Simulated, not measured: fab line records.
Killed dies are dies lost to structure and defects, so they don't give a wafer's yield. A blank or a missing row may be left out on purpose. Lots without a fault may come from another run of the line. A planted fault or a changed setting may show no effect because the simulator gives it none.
The tool behind it: which one? | flow n5-finfet | 30 wafers from 10 lots sampled at 5 of the route's 1938 steps

== WHAT THE GAUGES READ, wafer by wafer ==
N5_BEOL_M4_RC_MEAS_101. Usual: DIBL_N 36.4 mV/V, standard deviation 1.4; DIBL_P 36.3 mV/V, standard deviation 1.8; IOFF_N 0.163 nA/um, standard deviation 0.024; IOFF_P 0.21 nA/um, standard deviation 0.034; ION_N 673 uA/um, standard deviation 11; ION_P 461 uA/um, standard deviation 7.4; SS_N 71.6 mV/dec, standard deviation 0.52; SS_P 73.3 mV/dec, standard deviation 0.58; VT_N 249.4 mV, standard deviation 2.5; VT_P -250 mV, standard deviation 3.5.
lot  | measured     | on        | DIBL_N (mV/V)  | DIBL_P (mV/V)  | IOFF_N (nA/um)    | IOFF_P (nA/um) | ION_N (uA/um) | ION_P (uA/um) | SS_N (mV/dec)  | SS_P (mV/dec)  | VT_N (mV)         | VT_P (mV)      | flag
L286 | day 8 07:10  | prober-01 | 37.2 37.2 37.5 | 38.0 37.4 38.2 | 0.170 0.169 0.181 | 0.25 0.24 0.24 | 663 668 666   | 456 462 459   | 71.9 71.2 71.9 | 73.8 73.4 73.8 | 245.9 249.0 246.9 | -246 -248 -248 |
L288 | day 9 00:22  | prober-02 | 34.6 36.9 37.7 | 33.8 36.4 38.1 | 0.118 0.154 0.176 | 0.20 0.25 0.27 | 651 661 682   | 458 462 477   | 70.6 72.2 72.1 | 72.5 72.9 74.1 | 254.1 247.8 249.6 | -248 -247 -243 |
L290 | day 9 07:05  | prober-01 | 37.5 35.5 38.3 | 36.9 34.4 37.3 | 0.177 0.136 0.186 | 0.25 0.20 0.27 | 684 668 677   | 470 464 467   | 72.3 71.2 71.6 | 73.5 72.7 73.2 | 250.3 249.4 249.5 | -245 -249 -244 |
L293 | day 10 09:15 | prober-01 | 36.0 34.4 35.0 | 35.9 34.8 34.5 | 0.159 0.137 0.145 | 0.20 0.18 0.18 | 652 651 659   | 450 451 446   | 72.2 70.9 71.7 | 73.1 72.5 73.3 | 250.4 252.9 254.1 | -250 -254 -253 |
L295 | day 10 12:55 | prober-01 | 34.6 36.2 35.7 | 33.8 35.3 34.9 | 0.134 0.156 0.144 | 0.18 0.19 0.19 | 676 675 675   | 462 458 463   | 71.2 71.5 71.9 | 71.9 74.2 73.3 | 249.4 248.3 249.2 | -255 -251 -254 |
L296 | day 10 23:44 | prober-01 | 35.9 38.3 35.1 | 36.1 39.3 35.2 | 0.165 0.228 0.151 | 0.21 0.28 0.20 | 677 700 670   | 465 470 458   | 71.0 71.9 71.2 | 73.2 74.8 73.3 | 247.3 245.2 249.2 | -251 -246 -251 |
L302 | day 11 22:14 | prober-01 | 35.6 35.3 37.2 | 34.6 34.4 37.2 | 0.142 0.139 0.175 | 0.17 0.17 0.21 | 658 671 675   | 449 454 463   | 71.2 71.2 71.5 | 72.6 72.4 73.6 | 251.1 253.0 246.6 | -254 -258 -252 |
L303 | day 12 19:30 | prober-02 | 37.2 36.8 36.7 | 37.3 36.7 37.1 | 0.153 0.150 0.156 | 0.21 0.20 0.21 | 674 665 679   | 457 459 463   | 72.6 71.8 71.8 | 73.9 73.5 73.9 | 250.4 252.3 251.0 | -250 -251 -253 |
L304 | day 12 22:25 | prober-01 | 39.8 38.6 38.2 | 39.1 37.8 37.4 | 0.201 0.186 0.171 | 0.26 0.25 0.23 | 667 684 666   | 458 467 463   | 71.8 71.5 71.7 | 74.0 73.6 73.3 | 250.8 249.1 248.9 | -245 -245 -247 |
L306 | day 13 12:08 | prober-02 | 35.3 34.5 35.9 | 31.4 30.9 32.4 | 0.130 0.117 0.137 | 0.15 0.14 0.16 | 674 669 660   | 453 450 446   | 71.3 70.8 70.6 | 72.9 72.6 72.0 | 250.6 251.5 250.8 | -258 -257 -255 |

== TOOL THAT RAN EACH LOT (tool first, then ch and the chambers of the sampled wafers, then the start) ==
lot  | N5_BEOL_M4_SPUTTER_86        | N5_BEOL_M4_SPUTTER_88        | N5_BEOL_M4_SPUTTER_96        | N5_BEOL_M4_CO_CAP_55
L286 | pvd-sputter-01, day 8 04:55  | pvd-sputter-01, day 8 05:08  | pvd-sputter-01, day 8 06:04  | cvd-co-02 ch 0,1,2, day 8 06:56
L288 | pvd-sputter-02, day 8 21:35  | pvd-sputter-02, day 8 21:48  | pvd-sputter-02, day 8 22:41  | cvd-co-01 ch 0,1,2, day 8 23:42
L290 | pvd-sputter-01, day 9 04:49  | pvd-sputter-01, day 9 05:02  | pvd-sputter-01, day 9 05:55  | cvd-co-01 ch 0,2, day 9 06:51
L293 | pvd-sputter-02, day 10 06:43 | pvd-sputter-02, day 10 06:56 | pvd-sputter-02, day 10 07:49 | cvd-co-02 ch 0,1,2, day 10 08:41
L295 | pvd-sputter-02, day 10 10:25 | pvd-sputter-02, day 10 10:38 | pvd-sputter-02, day 10 11:31 | cvd-co-01 ch 0,1, day 10 12:32
L296 | pvd-sputter-01, day 10 21:17 | pvd-sputter-01, day 10 21:30 | pvd-sputter-01, day 10 22:23 | cvd-co-01 ch 0,1,2, day 10 23:19
L302 | pvd-sputter-01, day 11 20:03 | pvd-sputter-01, day 11 20:16 | pvd-sputter-01, day 11 21:09 | cvd-co-01 ch 0,1,2, day 11 22:01
L303 | pvd-sputter-01, day 12 16:59 | pvd-sputter-01, day 12 17:13 | pvd-sputter-01, day 12 18:05 | cvd-co-01 ch 0,1,2, day 12 18:57
L304 | pvd-sputter-01, day 12 19:55 | pvd-sputter-01, day 12 20:08 | pvd-sputter-01, day 12 21:01 | cvd-co-02 ch 0,1,2, day 12 22:11
L306 | pvd-sputter-01, day 13 09:56 | pvd-sputter-01, day 13 10:10 | pvd-sputter-01, day 13 11:02 | cvd-co-02 ch 1,2, day 13 11:54
- N5_BEOL_M4_SPUTTER_86: material Cu, target thk 4.5 nm, time 8.29 s.
- N5_BEOL_M4_SPUTTER_88: material Cu, target thk 4.5 nm, time 8.29 s.
- N5_BEOL_M4_SPUTTER_96: material Cu, target thk 4.5 nm, time 8.29 s.
- N5_BEOL_M4_CO_CAP_55: material Co, precursor CCTBA/H2, target thk 2 nm, time 102.1 s.

== AS READ BY THE TOOLS THEMSELVES (means over the sampled wafers that have a number; for cases with no such wafer, the mark the record gives instead) ==
N5_BEOL_M4_SPUTTER_86. Usual: chamber-pressure-pa 0.06999 Pa, standard deviation 0.00015; chuck-gas-flow-sccm 1.27 sccm, standard deviation 0.045; chuck-sensor-temp-C -15.8 C, standard deviation 0.56; throttle-valve-pct 30.2 %, standard deviation 1.
lot  | tool           | chamber-pressure-pa (Pa) | chuck-gas-flow-sccm (sccm) | chuck-sensor-temp-C (C) | throttle-valve-pct (%) | flag
L286 | pvd-sputter-01 | 0.06997                  | 1.29                       | -16.7                   | 29.7                   |
L288 | pvd-sputter-02 | 0.06986                  | 1.27                       | -16.0                   | 30.4                   |
L290 | pvd-sputter-01 | 0.06991                  | 1.27                       | -16.2                   | 29.9                   |
L293 | pvd-sputter-02 | 0.07010                  | 1.25                       | -15.8                   | 30.4                   |
L295 | pvd-sputter-02 | 0.06992                  | 1.25                       | -15.9                   | 30.1                   |
L296 | pvd-sputter-01 | 0.06983                  | 1.30                       | -15.9                   | 30.2                   |
L302 | pvd-sputter-01 | 0.07005                  | 1.29                       | -16.1                   | 30.4                   |
L303 | pvd-sputter-01 | 0.06996                  | 1.29                       | -16.6                   | 29.7                   |
L304 | pvd-sputter-01 | 0.07000                  | 1.27                       | -16.1                   | 30.0                   |
L306 | pvd-sputter-01 | 0.07001                  | 1.27                       | -16.1                   | 30.5                   |

N5_BEOL_M4_SPUTTER_88. Usual: chamber-pressure-pa 0.06999 Pa, standard deviation 0.00017; chuck-gas-flow-sccm 1.28 sccm, standard deviation 0.049; chuck-sensor-temp-C -15.8 C, standard deviation 0.58; throttle-valve-pct 30.2 %, standard deviation 1.
lot  | tool           | chamber-pressure-pa (Pa) | chuck-gas-flow-sccm (sccm) | chuck-sensor-temp-C (C) | throttle-valve-pct (%) | flag
L286 | pvd-sputter-01 | 0.07000                  | 1.33                       | -16.7                   | 29.6                   |
L288 | pvd-sputter-02 | 0.07001                  | 1.23                       | -16.1                   | 30.3                   |
L290 | pvd-sputter-01 | 0.06997                  | 1.28                       | -16.2                   | 30.0                   |
L293 | pvd-sputter-02 | 0.06988                  | 1.25                       | -15.8                   | 30.6                   |
L295 | pvd-sputter-02 | 0.07000                  | 1.28                       | -15.9                   | 30.4                   |
L296 | pvd-sputter-01 | 0.06998                  | 1.26                       | -15.9                   | 30.2                   |
L302 | pvd-sputter-01 | 0.07010                  | 1.25                       | -16.0                   | 30.3                   |
L303 | pvd-sputter-01 | 0.07001                  | 1.35                       | -16.7                   | 29.7                   |
L304 | pvd-sputter-01 | 0.07010                  | 1.30                       | -16.2                   | 30.0                   |
L306 | pvd-sputter-01 | 0.06992                  | 1.28                       | -16.1                   | 30.3                   |

N5_BEOL_M4_SPUTTER_96. Usual: chamber-pressure-pa 0.07002 Pa, standard deviation 0.00012; chuck-gas-flow-sccm 1.27 sccm, standard deviation 0.048; chuck-sensor-temp-C -15.9 C, standard deviation 0.57; throttle-valve-pct 30.2 %, standard deviation 1.
lot  | tool           | chamber-pressure-pa (Pa) | chuck-gas-flow-sccm (sccm) | chuck-sensor-temp-C (C) | throttle-valve-pct (%) | flag
L286 | pvd-sputter-01 | 0.06990                  | 1.28                       | -16.5                   | 29.6                   |
L288 | pvd-sputter-02 | 0.07014                  | 1.25                       | -16.1                   | 30.2                   |
L290 | pvd-sputter-01 | 0.06995                  | 1.31                       | -16.1                   | 30.2                   |
L293 | pvd-sputter-02 | 0.06997                  | 1.24                       | -15.9                   | 30.6                   |
L295 | pvd-sputter-02 | -                        | -                          | -                       | -                      | OFF
L296 | pvd-sputter-01 | -                        | -                          | -                       | -                      | OFF
L302 | pvd-sputter-01 | 0.07001                  | 1.26                       | -16.2                   | 30.3                   |
L303 | pvd-sputter-01 | 0.06994                  | 1.33                       | -16.6                   | 29.6                   |
L304 | pvd-sputter-01 | 0.07001                  | 1.30                       | -16.1                   | 30.0                   |
L306 | pvd-sputter-01 | 0.06992                  | 1.23                       | -16.0                   | 30.5                   |

N5_BEOL_M4_CO_CAP_55. Usual: heater-power-w reads 252 W (standard deviation 30).
lot  | tool      | heater-power-w (W) | flag
L286 | cvd-co-02 | 244                |
L288 | cvd-co-01 | 257                |
L290 | cvd-co-01 | 236                |
L293 | cvd-co-02 | 245                |
L295 | cvd-co-01 | 253                |
L296 | cvd-co-01 | 258                |
L302 | cvd-co-01 | 260                |
L303 | cvd-co-01 | 258                |
L304 | cvd-co-02 | 249                |
L306 | cvd-co-02 | 248                |

== THE ANSWER, worked out from the rows above alone ==
Rule: a lot is off if the mean of its wafers that have a number lies more than 3 standard deviations from the usual mean. Also off: a lot with no number at a reading for which 4 or more lots have one. The other lots that the step has rows for count as sound. Order of review: gauges by route order, followed by the tools' own readings, for which a lot's mean as printed above is used. The first step at which some lot is off is used, and at that step the reading that is off furthest; a lot without a number counts as furthest.
Off, at N5_BEOL_M4_SPUTTER_96 on chamber-pressure-pa: L295, L296. Without a number there: L295, L296.
A tool fits if, at that step or a process step before it, it ran every lot that is off, and no sound lot after the first of them. None of those tried fits.

== WHAT WAS PUT IN BY THE SIMULATOR ==
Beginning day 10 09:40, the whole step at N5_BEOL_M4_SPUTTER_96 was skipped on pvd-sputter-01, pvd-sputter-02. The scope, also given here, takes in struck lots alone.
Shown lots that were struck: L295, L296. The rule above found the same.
